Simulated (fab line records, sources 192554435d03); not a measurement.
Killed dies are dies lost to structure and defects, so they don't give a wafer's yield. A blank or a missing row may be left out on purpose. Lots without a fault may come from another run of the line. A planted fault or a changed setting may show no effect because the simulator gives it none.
Which tool did it? | flow n5_finfet | 9 lots, 27 wafers sampled, at 7 steps of a route of 1938

WHAT THE GAUGES READ, wafer by wafer
N5_BEOL_M4_CD_MEAS_11: target cd 16.79 nm. Usual: cd_nm 16.79 nm, standard deviation 0.24.
lot  | measured     | on        | cd_nm (nm)        | flag
L498 | day 11 01:30 | cd_sem-03 | 16.52 16.60 16.15 |
L500 | day 11 06:31 | cd_sem-01 | 16.79 17.00 16.46 |
L503 | day 11 22:52 | cd_sem-02 | 16.66 16.77 16.92 |
L504 | day 12 05:40 | cd_sem-02 | 11.27 11.21 11.24 | OFF
L505 | day 12 12:46 | cd_sem-03 | 12.71 12.92 12.97 | OFF
L508 | day 13 10:08 | cd_sem-01 | 13.76 13.63 14.15 | OFF
L509 | day 13 13:22 | cd_sem-02 | 14.35 13.90 14.53 | OFF
L510 | day 13 18:11 | cd_sem-01 | 16.56 16.52 16.88 |
L511 | day 14 05:38 | cd_sem-02 | 16.59 16.68 16.64 |

N5_BEOL_M4_CD_MEAS_18: pitch 36 nm, target cd 18 nm. Usual: cd_nm 17.93 nm, standard deviation 0.3.
lot  | measured     | on        | cd_nm (nm)        | flag
L498 | day 11 02:07 | cd_sem-02 | 17.62 17.44 18.04 |
L500 | day 11 07:04 | cd_sem-02 | 17.79 17.20 17.92 |
L503 | day 11 23:33 | cd_sem-02 | 18.01 17.84 18.52 |
L504 | day 12 06:13 | cd_sem-03 | 12.62 12.50 12.67 | OFF
L505 | day 12 13:38 | cd_sem-03 | 13.67 13.85 13.76 | OFF
L508 | day 13 10:52 | cd_sem-03 | 15.21 14.86 14.85 | OFF
L509 | day 13 13:57 | cd_sem-02 | 15.41 14.91 15.30 | OFF
L510 | day 13 18:46 | cd_sem-03 | 17.58 16.95 17.45 |
L511 | day 14 06:11 | cd_sem-02 | 17.74 17.96 17.84 |

N5_BEOL_M4_RC_MEAS_101. Usual: DIBL_N 36.4 mV/V, standard deviation 1.4; DIBL_P 36.4 mV/V, standard deviation 1.5; IOFF_N 0.156 nA/um, standard deviation 0.022; IOFF_P 0.210 nA/um, standard deviation 0.023; ION_N 675 uA/um, standard deviation 9.1; ION_P 463 uA/um, standard deviation 5.7; SS_N 71.6 mV/dec, standard deviation 0.45; SS_P 73.3 mV/dec, standard deviation 0.56; VT_N 250 mV, standard deviation 3.1; VT_P -250.3 mV, standard deviation 2.3.
lot  | measured     | on        | DIBL_N (mV/V)  | DIBL_P (mV/V)  | IOFF_N (nA/um)    | IOFF_P (nA/um)    | ION_N (uA/um) | ION_P (uA/um) | SS_N (mV/dec)  | SS_P (mV/dec)  | VT_N (mV)   | VT_P (mV)            | flag
L498 | day 11 17:06 | prober-02 | 37.6 38.0 37.2 | 37.8 38.8 37.7 | 0.163 0.179 0.159 | 0.190 0.210 0.185 | 677 678 670   | 453 461 452   | 72.0 72.1 71.9 | 73.5 73.9 73.5 | 249 250 249 | -252.8 -250.8 -255.0 |
L500 | day 11 17:19 | prober-01 | 35.0 36.0 35.3 | 35.1 36.3 35.5 | 0.130 0.140 0.128 | 0.182 0.199 0.185 | 666 671 659   | 459 462 457   | 71.2 71.7 71.4 | 72.8 74.3 74.0 | 252 253 255 | -256.3 -251.6 -253.3 |
L503 | day 12 16:17 | prober-01 | 36.2 37.6 37.3 | 33.8 36.6 36.0 | 0.155 0.175 0.173 | 0.191 0.228 0.223 | 677 684 687   | 456 468 465   | 71.6 71.5 71.4 | 72.4 73.7 73.1 | 248 249 248 | -249.8 -247.9 -247.1 |
L510 | day 14 15:42 | prober-02 | 37.2 36.8 35.9 | 38.6 37.0 35.9 | 0.187 0.166 0.152 | 0.259 0.228 0.212 | 685 671 675   | 477 465 467   | 72.3 72.1 71.6 | 73.5 74.1 73.8 | 246 248 249 | -249.3 -249.0 -250.1 |
L511 | day 15 06:20 | prober-02 | 37.0 35.1 36.8 | 38.0 36.5 38.2 | 0.164 0.139 0.174 | 0.233 0.205 0.235 | 669 669 676   | 468 465 467   | 71.6 71.4 71.8 | 73.6 72.4 72.8 | 250 252 249 | -249.7 -248.6 -249.1 |

WHICH TOOL RAN EACH LOT (tool, then ch and the chambers of the sampled wafers, then the start)
lot  | N5_BEOL_M3_DEP_57             | N5_BEOL_M4_EXPOSE_08              | N5_BEOL_M4_DESCUM_16               | N5_BEOL_M4_ETCH_74
L498 | pecvd-04 ch 0,1, day 10 23:58 | euv_scanner-01 ch 0, day 11 01:23 | rie_diel-03 ch 1,2,3, day 11 01:40 | rie_diel-03 ch 1,2,3, day 11 01:43
L500 | pecvd-03 ch 0,2, day 11 05:19 | euv_scanner-01 ch 0, day 11 06:23 | rie_diel-02 ch 0,2,3, day 11 06:38 | rie_diel-02 ch 0,2,3, day 11 06:41
L503 | pecvd-03 ch 1,2, day 11 20:33 | euv_scanner-01 ch 0, day 11 22:44 | rie_diel-02 ch 0,2,3, day 11 23:07 | rie_diel-02 ch 0,2,3, day 11 23:09
L504 | pecvd-03 ch 0,2, day 12 04:43 | euv_scanner-01 ch 0, day 12 05:32 | rie_diel-03 ch 0,1,3, day 12 05:47 | rie_diel-03 ch 0,1,3, day 12 05:49
L505 | pecvd-03 ch 1,2, day 12 11:10 | euv_scanner-01 ch 0, day 12 12:38 | rie_diel-03 ch 0,3, day 12 13:12   | rie_diel-03 ch 0,3, day 12 13:14
L508 | pecvd-03 ch 1,2, day 13 08:25 | euv_scanner-01 ch 0, day 13 10:00 | rie_diel-02 ch 0,3, day 13 10:20   | rie_diel-02 ch 0,3, day 13 10:23
L509 | pecvd-03 ch 0,2, day 13 10:13 | euv_scanner-01 ch 0, day 13 13:14 | rie_diel-05 ch 0,2,3, day 13 13:29 | rie_diel-05 ch 0,2,3, day 13 13:31
L510 | pecvd-02 ch 0,1, day 13 15:03 | euv_scanner-02 ch 0, day 13 18:04 | rie_diel-05 ch 0,1,2, day 13 18:19 | rie_diel-05 ch 0,1,2, day 13 18:21
L511 | pecvd-04 ch 0,2, day 14 04:57 | euv_scanner-02 ch 0, day 14 05:31 | rie_diel-02 ch 1,2,3, day 14 05:45 | rie_diel-02 ch 1,2,3, day 14 05:47
- N5_BEOL_M3_DEP_57: deposits SiCN from 3MS/NH3, target thk 8 nm, time 14 s.
- N5_BEOL_M4_EXPOSE_08: exposes mask M4.
- N5_BEOL_M4_DESCUM_16: chemistry O2, time 7 s.
- N5_BEOL_M4_ETCH_74: etches underlayer in N2/H2, target depth 6.5 nm, time 5.2 s.

WHAT THE TOOLS THEMSELVES READ (means of the sampled wafers that have a number; where no wafer has one, the mark that the record gives instead)
N5_BEOL_M3_DEP_57. Usual: showerhead_plenum_p_Torr 3.659 Torr, standard deviation 0.011; throttle_valve_pct 9.05 %, standard deviation 0.26.
lot  | tool     | showerhead_plenum_p_Torr (Torr) | throttle_valve_pct (%) | flag
L498 | pecvd-04 | 3.663                           | 8.98                   |
L500 | pecvd-03 | 3.664                           | 9.07                   |
L503 | pecvd-03 | 3.656                           | 8.94                   |
L504 | pecvd-03 | 3.673                           | 9.25                   |
L505 | pecvd-03 | 3.657                           | 8.98                   |
L508 | pecvd-03 | 3.657                           | 9.01                   |
L509 | pecvd-03 | 3.670                           | 9.14                   |
L510 | pecvd-02 | 3.660                           | 8.78                   |
L511 | pecvd-04 | 3.655                           | 9.09                   |

N5_BEOL_M4_EXPOSE_08. Usual: exposure_dose_mJ_cm2 41.17, standard deviation 0.048.
lot  | tool           | exposure_dose_mJ_cm2 | flag
L498 | euv_scanner-01 | 41.13                |
L500 | euv_scanner-01 | 41.17                |
L503 | euv_scanner-01 | 41.16                |
L504 | euv_scanner-01 | 32.55                | OFF
L505 | euv_scanner-01 | 34.23                | OFF
L508 | euv_scanner-01 | 35.60                | OFF
L509 | euv_scanner-01 | 36.74                | OFF
L510 | euv_scanner-02 | 41.14                |
L511 | euv_scanner-02 | 41.23                |

N5_BEOL_M4_DESCUM_16. Usual: drypump_motor_current_A 5.9 A, standard deviation 0.53; oes_product_au 0.78 a.u., standard deviation 0.078; rf_vpp_V 244.0 V, standard deviation 1.3; showerhead_plenum_p_Torr 2.14 Torr, standard deviation 0.059; throttle_valve_pct 20.43 %, standard deviation 0.16.
lot  | tool        | drypump_motor_current_A (A) | oes_product_au (a.u.) | rf_vpp_V (V) | showerhead_plenum_p_Torr (Torr) | throttle_valve_pct (%) | flag
L498 | rie_diel-03 | 6.2                         | 0.77                  | 244.8        | 2.15                            | 20.41                  |
L500 | rie_diel-02 | 6.0                         | 0.81                  | 244.0        | 2.19                            | 20.45                  |
L503 | rie_diel-02 | 6.0                         | 0.80                  | 245.1        | 2.19                            | 20.48                  |
L504 | rie_diel-03 | 6.4                         | 0.77                  | 243.0        | 2.13                            | 20.30                  |
L505 | rie_diel-03 | 6.3                         | 0.81                  | 243.9        | 2.12                            | 20.32                  |
L508 | rie_diel-02 | 5.9                         | 0.76                  | 245.0        | 2.17                            | 20.56                  |
L509 | rie_diel-05 | 6.0                         | 0.78                  | 244.5        | 2.16                            | 20.43                  |
L510 | rie_diel-05 | 5.5                         | 0.81                  | 243.8        | 2.12                            | 20.34                  |
L511 | rie_diel-02 | 5.6                         | 0.82                  | 244.4        | 2.14                            | 20.46                  |

N5_BEOL_M4_ETCH_74. Usual: bias_w 150.1 W, standard deviation 0.42; drypump_motor_current_A 5.9 A, standard deviation 0.53; etch_rf_on_time_s 5.21 s, standard deviation 0.071; oes_product_au 0.67 a.u., standard deviation 0.063; rf_vpp_V 525.5 V, standard deviation 2.3; showerhead_plenum_p_Torr 2.60 Torr, standard deviation 0.077; throttle_valve_pct 17.85 %, standard deviation 0.22.
lot  | tool        | bias_w (W) | drypump_motor_current_A (A) | etch_rf_on_time_s (s) | oes_product_au (a.u.) | rf_vpp_V (V) | showerhead_plenum_p_Torr (Torr) | throttle_valve_pct (%) | flag
L498 | rie_diel-03 | 149.9      | 6.2                         | 5.18                  | 0.66                  | 527.1        | 2.62                            | 17.86                  |
L500 | rie_diel-02 | 149.7      | 6.0                         | 5.19                  | 0.69                  | 528.0        | 2.67                            | 17.91                  |
L503 | rie_diel-02 | 149.8      | 6.0                         | 5.21                  | 0.68                  | 527.5        | 2.66                            | 17.92                  |
L504 | rie_diel-03 | 150.2      | 6.4                         | 5.18                  | 0.66                  | 524.7        | 2.58                            | 17.70                  |
L505 | rie_diel-03 | 149.9      | 6.3                         | 5.18                  | 0.70                  | 524.3        | 2.57                            | 17.71                  |
L508 | rie_diel-02 | 150.0      | 5.9                         | 5.17                  | 0.65                  | 526.1        | 2.65                            | 18.05                  |
L509 | rie_diel-05 | 150.1      | 6.0                         | 5.14                  | 0.65                  | 526.0        | 2.62                            | 17.84                  |
L510 | rie_diel-05 | 149.9      | 5.5                         | 5.15                  | 0.69                  | 523.8        | 2.57                            | 17.69                  |
L511 | rie_diel-02 | 149.7      | 5.6                         | 5.25                  | 0.70                  | 525.9        | 2.61                            | 17.96                  |

THE ANSWER, worked out from the rows above alone
Rule: a lot is off if the mean of its wafers that have a number lies more than 3 standard deviations from the usual mean. A lot without any number at a reading at which 4 lots or more have one is off too. The other lots that the step has rows for count as sound. The gauges are gone through in route order, then the tools' own readings, and for those a lot's mean is taken as printed above. The first step at which some lot is off is used, and at that step the reading that is off furthest; a lot without a number counts as furthest.
Off: L504, L505, L508, L509, at N5_BEOL_M4_CD_MEAS_11 (cd_nm).
A tool fits if, at a process step before that reading, it ran every lot that is off, and no sound lot after the first of them. The gauges at N5_BEOL_M4_CD_MEAS_11 aren't tried: what is off there is off at N5_BEOL_M4_EXPOSE_08 too, on other tools, and a gauge's error can't cause that. Can't be told from this: 2 tools fit, pecvd-03 at N5_BEOL_M3_DEP_57, euv_scanner-01 at N5_BEOL_M4_EXPOSE_08.

WHAT THE SIMULATOR HAD PUT IN
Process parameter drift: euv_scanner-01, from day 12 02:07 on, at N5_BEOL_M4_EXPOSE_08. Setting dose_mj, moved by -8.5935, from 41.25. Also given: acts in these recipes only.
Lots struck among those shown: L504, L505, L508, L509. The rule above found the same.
